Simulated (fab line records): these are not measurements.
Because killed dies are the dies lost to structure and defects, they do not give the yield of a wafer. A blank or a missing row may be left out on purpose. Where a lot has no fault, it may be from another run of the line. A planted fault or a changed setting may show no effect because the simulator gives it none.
Matching of chambers	flow n5 finfet	N5_SD_EPI_N_ETCH_35 on rie diel-02: 4 sister chambers
The step etches SOC in N2/H2, overetch 108 nm, time 486 s. 14 wafers are shown with their chamber, then 7 later ones without.

## WAFERS, EACH WITH ITS CHAMBER
wafer	chamber	throttle valve pct (%)	showerhead plenum p Torr (Torr)	oes product au (a.u.)
L077.4	0	24.33	2.64	0.65
L077.5	1	23.89	2.58	0.78
L077.6	0	24.32	2.64	0.65
L083.2	1	23.92	2.57	0.76
L083.3	3	23.53	2.65	0.69
L083.6	1	23.93	2.57	0.76
L085.1	2	23.59	2.53	0.67
L085.2	3	23.55	2.64	0.69
L085.3	1	23.93	2.57	0.75
L090.2	3	23.57	2.64	0.68
L090.3	2	23.60	2.52	0.66
L090.4	3	23.55	2.64	0.67
L092.2	3	23.56	2.64	0.67
L092.5	2	23.60	2.52	0.66

SIGNATURES, as means of the wafers listed above
reading	chamber 0	chamber 1	chamber 2	chamber 3	scatter within a chamber
throttle valve pct	24.3250	23.9175	23.5967	23.5520	0.0144
showerhead plenum p Torr	2.6400	2.5725	2.5233	2.6420	0.00471
oes product au	0.6500	0.7625	0.6633	0.6800	0.0097
Rule: for each reading, subtract the chamber's mean from the wafer's reading, divide by that reading's scatter and square the result; add these up over the readings and take the root, which gives the wafer's distance from the chamber. If the next closest chamber is less than 2 further off than the closest, the wafer can't be placed; otherwise it belongs to the closest. The scatter: take each reading less its chamber's mean, square it, sum over the shown wafers, divide by the number of wafers less the number of chambers, and take the root.

## WAFERS WHOSE CHAMBER IS MISSING
wafer	throttle valve pct (%)	showerhead plenum p Torr (Torr)	oes product au (a.u.)
L092.6	23.55	2.64	0.67
L093.1	23.95	2.56	0.74
L093.3	23.57	2.64	0.67
L093.6	23.60	2.52	0.65
L094.1	24.36	2.62	0.62
L094.2	23.57	2.63	0.67
L094.3	23.63	2.52	0.65

## WHICH CHAMBER EACH WENT THROUGH
wafer	from the rows above	in truth
L092.6	3	3
L093.1	1	1
L093.3	3	3
L093.6	2	2
L094.1	0	0
L094.2	3	3
L094.3	2	2
7 of 7 placed correctly. Not placeable from these rows: 0. Number placed wrongly: 0.
